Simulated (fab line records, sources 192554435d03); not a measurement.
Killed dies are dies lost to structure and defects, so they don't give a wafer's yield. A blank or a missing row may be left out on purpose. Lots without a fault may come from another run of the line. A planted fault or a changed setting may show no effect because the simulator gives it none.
One fault seen from 2 desks | flow n5_finfet | each desk has only its own numbers; what lay behind them comes last

THE TOOL OWNER'S DESK: ald_hk-01
The tool's own readings at N5_MIM_TOP_ALD_00 (deposits Al2O3, purge time 3 s, co reactant pulse time 3 s): means of the sampled wafers that have a number, for each lot that ran on this tool. A lot is out of limits, marked OUT, if its mean lies more than 4 standard deviations from the usual mean; the brackets give that distance.
Columns: A = precursor_pulse_height_rel at N5_MIM_TOP_ALD_00, usual 0.996
lot  | first seen here | A
L324 | day 12 07:18    | 1.006
L328 | day 13 08:31    | 1.009
L330 | day 13 21:08    | 0.994
L333 | day 14 07:32    | 1.001
This desk's finding: nothing out of limits on any of the 4 lots.

THE METROLOGY DESK
What the gauges read, lot by lot, whatever tool the lot ran on: means of the sampled wafers that have a number. A lot is out of limits, marked OUT, if its mean lies more than 4 standard deviations from the usual mean; the brackets give that distance. Of its 11 readings 7 are shown: those that lie furthest out on some lot.
Columns: A = DIBL_N at N5_BEOL_M4_RC_MEAS_101, usual 36.5 mV/V; B = DIBL_P at N5_BEOL_M4_RC_MEAS_101, usual 36.3 mV/V; C = ION_N at N5_BEOL_M4_RC_MEAS_101, usual 676 uA/um; D = ION_P at N5_BEOL_M4_RC_MEAS_101, usual 462 uA/um; E = SS_N at N5_BEOL_M4_RC_MEAS_101, usual 71.5 mV/dec; F = VT_N at N5_BEOL_M4_RC_MEAS_101, usual 249 mV; G = VT_P at N5_BEOL_M4_RC_MEAS_101, usual -250 mV
lot  | first seen here | A    | B    | C   | D   | E    | F   | G
L324 | day 8 16:08     | 37.3 | 37.0 | 693 | 472 | 71.6 | 243 | -248
L328 | day 9 09:56     | 38.2 | 37.4 | 681 | 467 | 71.5 | 247 | -247
L330 | day 10 03:45    | 34.7 | 35.8 | 665 | 462 | 71.0 | 253 | -249
L331 | day 10 12:07    | 34.3 | 33.9 | 670 | 458 | 70.3 | 251 | -251
L333 | day 10 15:15    | 34.4 | 33.7 | 667 | 454 | 70.8 | 251 | -252
L334 | day 11 06:54    | 37.1 | 35.8 | 673 | 454 | 71.7 | 249 | -255
L339 | day 11 19:54    | 35.1 | 35.7 | 669 | 461 | 71.0 | 252 | -251
L338 | day 12 00:33    | 35.1 | 35.9 | 673 | 463 | 71.7 | 251 | -250
L343 | day 13 01:03    | 37.1 | 37.6 | 675 | 462 | 71.1 | 250 | -249
L346 | day 13 22:10    | 37.1 | 36.2 | 682 | 469 | 71.7 | 248 | -248
L345 | day 13 22:52    | 36.7 | 36.8 | 665 | 463 | 72.0 | 250 | -248
This desk's finding: nothing out of limits on any of the 11 lots.

PUT TOGETHER
The tool owner's desk saw nothing out of limits.
The metrology desk saw nothing out of limits.

WHAT THE SIMULATOR HAD PUT IN
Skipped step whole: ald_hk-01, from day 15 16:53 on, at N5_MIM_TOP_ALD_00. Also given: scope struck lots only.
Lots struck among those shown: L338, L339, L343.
